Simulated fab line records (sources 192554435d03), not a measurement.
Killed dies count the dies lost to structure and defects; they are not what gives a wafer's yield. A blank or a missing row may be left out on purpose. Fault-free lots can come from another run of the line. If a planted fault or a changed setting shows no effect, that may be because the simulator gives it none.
Matching of chambers + flow n5Finfet + N5_FIN_SAQP_MANDREL_ETCH_58 on rieSi-01: 4 sister chambers
The step etches a-Si in HBr/Cl2, stops on SiNx, target depth 45 nm, bt time 10 s, time 27 s. 16 wafers are shown with their chamber, then 8 later ones without.

WAFERS WITH THEIR CHAMBER
| wafer  | chamber | drypumpMotorCurrentA (A) | oesProductAu (a.u.) |
|--------|---------|--------------------------|---------------------|
| L080.1 | 0       | 5.7                      | 0.692               |
| L080.3 | 1       | 5.7                      | 0.670               |
| L080.4 | 2       | 6.0                      | 0.701               |
| L085.1 | 1       | 5.7                      | 0.675               |
| L085.2 | 2       | 6.0                      | 0.693               |
| L085.6 | 1       | 5.7                      | 0.684               |
| L087.2 | 2       | 5.9                      | 0.701               |
| L087.3 | 0       | 5.7                      | 0.707               |
| L087.6 | 2       | 5.9                      | 0.697               |
| L088.1 | 0       | 5.7                      | 0.709               |
| L088.2 | 2       | 6.0                      | 0.707               |
| L088.3 | 1       | 5.7                      | 0.677               |
| L089.2 | 0       | 5.7                      | 0.698               |
| L089.4 | 2       | 6.0                      | 0.701               |
| L089.6 | 0       | 5.7                      | 0.710               |
| L090.1 | 3       | 5.9                      | 0.705               |

SIGNATURES (means of the wafers above)
| reading              | chamber 0 | chamber 1 | chamber 2 | chamber 3 | scatter within a chamber |
|----------------------|-----------|-----------|-----------|-----------|--------------------------|
| drypumpMotorCurrentA | 5.700     | 5.700     | 5.967     | 5.900     | 0.0333                   |
| oesProductAu         | 0.70320   | 0.67650   | 0.70000   | 0.70500   | 0.00618                  |
Rule: for a wafer and a chamber, the distance is found by dividing, reading by reading, the gap between the wafer's reading and the chamber's mean by the reading's scatter, squaring, summing and taking the root. If the next closest chamber is less than 2 further off than the closest, the wafer can't be placed; otherwise it belongs to the closest. The scatter: the root of (the sum of the squares of (reading less its chamber's mean) over the shown wafers, divided by (wafers less chambers)).

WAFERS WHOSE CHAMBER IS MISSING
| wafer  | drypumpMotorCurrentA (A) | oesProductAu (a.u.) |
|--------|--------------------------|---------------------|
| L090.3 | 5.7                      | 0.707               |
| L090.5 | 5.7                      | 0.705               |
| L092.1 | 5.7                      | 0.711               |
| L092.3 | 6.0                      | 0.691               |
| L092.4 | 5.9                      | 0.709               |
| L093.1 | 5.7                      | 0.724               |
| L093.5 | 5.7                      | 0.701               |
| L093.6 | 6.0                      | 0.706               |

THE CHAMBER EACH PASSED THROUGH
| wafer  | from the rows above     | in truth                   |
|--------|-------------------------|----------------------------|
| L090.3 | 0                       | 0                          |
| L090.5 | 0                       | 0                          |
| L092.1 | 0                       | 0                          |
| L092.3 | can't be placed: 2 or 3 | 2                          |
| L092.4 | can't be placed: 3 or 2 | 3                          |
| L093.1 | 0                       | 0                          |
| L093.5 | 0                       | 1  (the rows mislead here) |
| L093.6 | can't be placed: 2 or 3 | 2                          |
Correctly placed: 4 of 8. These rows do not allow placing 3 (true chamber among the candidates in 3). Wrongly placed: 1.
